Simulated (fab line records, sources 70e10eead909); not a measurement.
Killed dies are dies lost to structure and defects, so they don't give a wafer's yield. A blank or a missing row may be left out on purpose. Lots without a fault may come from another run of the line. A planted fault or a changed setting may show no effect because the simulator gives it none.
A struck lot beside a sound one | flow nand_harc | 20 steps out of a route of 1302
Sound: wafers L823.2, L823.3, L823.4. Struck: wafers L837.2, L837.3, L837.5. The cause comes at the end.
At each step with rows: each side's tool, then ch and its chambers, then its first start. Under that, the readings that differ: sound wafers | struck wafers | difference of the means | sigmas: that difference in standard deviations of wafers without a fault.
alike: readings whose means differ by less than 2 such deviations, and words and numbers that are the same on both sides. not compared: withheld readings, readings that some wafer has no value for, bounds like >300 that may hide the same value, and numbers for which the record gives no deviation and whose values overlap.
The two part at a step that has a row with sigmas, a row that says differs or no value, or rows on one side only. Numbers that don't overlap but have no deviation are shown without sigmas and don't part them. A reading that every wafer of one side lacks parts them only if that side has two wafers or more.

NHARC_P_CONTACT_CMP_24: polishes, t overpolish 30 s, target thk 200 nm.
  sound on cmp-03 ch 0,2,3, day 8 07:42; struck on cmp-02 ch 1,3, day 14 06:21
  reading            | sound             | struck            | difference | sigmas
  slurry_flow_ml_min | 151.1 150.3 149.6 | 149.2 149.6 149.2 | -1.0       | -2
  alike: motor_current_A, overpolish_run_s, time_to_endpoint_s
then, 1 step without rows for these wafers: NHARC_P_CONTACT_SRD_26.
NHARC_P_CONTACT_INSPECT_27:
  sound on defect_inspect-01, day 8 08:05; struck on defect_inspect-02, day 14 06:46
  alike: raw_defect_count
then, 8 steps without rows for these wafers: NHARC_P_M0_DEP_00 (deposits SiOC, target thk 150 nm); NHARC_P_M0_DEHYDRATE_01 (time 120 s); NHARC_P_M0_HMDS_02 (time 30 s); NHARC_P_M0_COAT_33 (time 65 s); NHARC_P_M0_COAT_03 (resist thk 90 nm); NHARC_P_M0_SOFTBAKE_04 (time 55 s); NHARC_P_M0_EBR_05; NHARC_P_M0_EXPOSE_06 (exposes mask P M0, target cd 90 nm).
NHARC_P_M0_PEB_07: peb time 65 s.
  sound on litho_track-01 ch 0, day 8 08:54; struck on litho_track-06 ch 0, day 14 07:45
  reading                  | sound                | struck               | difference | sigmas
  heater_power_total_W (W) | 156.3 156.8 156.3    | 163.9 163.9 163.6    | +7.3       | +17
  plate_temp_C (C)         | 100.08 100.09 100.03 | 103.32 103.25 102.95 | +3.11      | +24
then, 1 step without rows for these wafers: NHARC_P_M0_DEVELOP_08 (develop time 35 s).
NHARC_P_M0_CD_MEAS_09: target cd 90 nm.
  sound on cd_sem-03 ch 0, day 8 08:59; struck on cd_sem-02 ch 0, day 14 07:50
  reading    | sound          | struck           | difference | sigmas
  cd_nm (nm) | 90.5 90.3 89.4 | 100.4 100.8 99.8 | +10.3      | +11
NHARC_P_M0_OVL_MEAS_10: pitch 180 nm.
  sound on overlay-01, day 8 09:04; struck on overlay-02, day 14 07:55
  reading           | sound          | struck      | difference | sigmas
  overlay_x_nm (nm) | -1.7 -1.9 -1.4 | 0.3 0.7 0.3 | +2.1       | +3
  alike: overlay_y_nm
NHARC_P_M0_INSPECT_11:
  sound on defect_inspect-01, day 8 09:06; struck on defect_inspect-01, day 14 07:57
  reading          | sound  | struck | difference | sigmas
  raw_defect_count | 9 10 7 | 2 2 2  | -7         | -2
NHARC_P_M0_DESCUM_14: chemistry O2, time 3 s.
  sound on rie_diel-02 ch 0,1, day 8 09:10; struck on rie_diel-02 ch 1,3, day 14 08:01
  reading               | sound             | struck            | difference | sigmas
  model.P_M0.cd_nm (nm) | 89.95 90.97 90.47 | 101.1 101.4 100.3 | +10.5      |
  alike: drypump_motor_current_A, oes_product_au, rf_vpp_V, showerhead_plenum_p_Torr, throttle_valve_pct
  not compared: rf_hours_counter_h
NHARC_P_M0_ETCH_34: etches the open film in N2/H2, target depth 40 nm, overetch 12 nm, time 43.94 s.
  sound on rie_diel-02 ch 0,2, day 8 09:16; struck on rie_diel-02 ch 0,2,3, day 14 08:07
  alike: drypump_motor_current_A, oes_product_au, rf_vpp_V, showerhead_plenum_p_Torr, throttle_valve_pct
  not compared: rf_hours_counter_h
NHARC_P_M0_ETCH_15: etches the open film in C4F8/Ar, target depth 150 nm, overetch 15 nm, time 82.5 s.
  sound on rie_diel-02 ch 0,2; struck on rie_diel-02 ch 0,3
  reading               | sound             | struck            | difference | sigmas
  model.P_M0.cd_nm (nm) | 89.29 90.68 89.98 | 100.7 100.9 100.4 | +10.7      |
  alike: oes_product_au, rf_vpp_V
  not compared: rf_hours_counter_h
NHARC_P_M0_CD_MEAS_16:
  sound on cd_sem-03, day 8 09:31; struck on cd_sem-02, day 14 08:19
  reading    | sound          | struck            | difference | sigmas
  cd_nm (nm) | 89.6 90.6 89.9 | 100.8 100.9 100.2 | +10.6      | +8

WHERE THEY PART
First at NHARC_P_CONTACT_CMP_24; last, within this record, at NHARC_P_M0_CD_MEAS_16.

WHY: what the simulator had put in
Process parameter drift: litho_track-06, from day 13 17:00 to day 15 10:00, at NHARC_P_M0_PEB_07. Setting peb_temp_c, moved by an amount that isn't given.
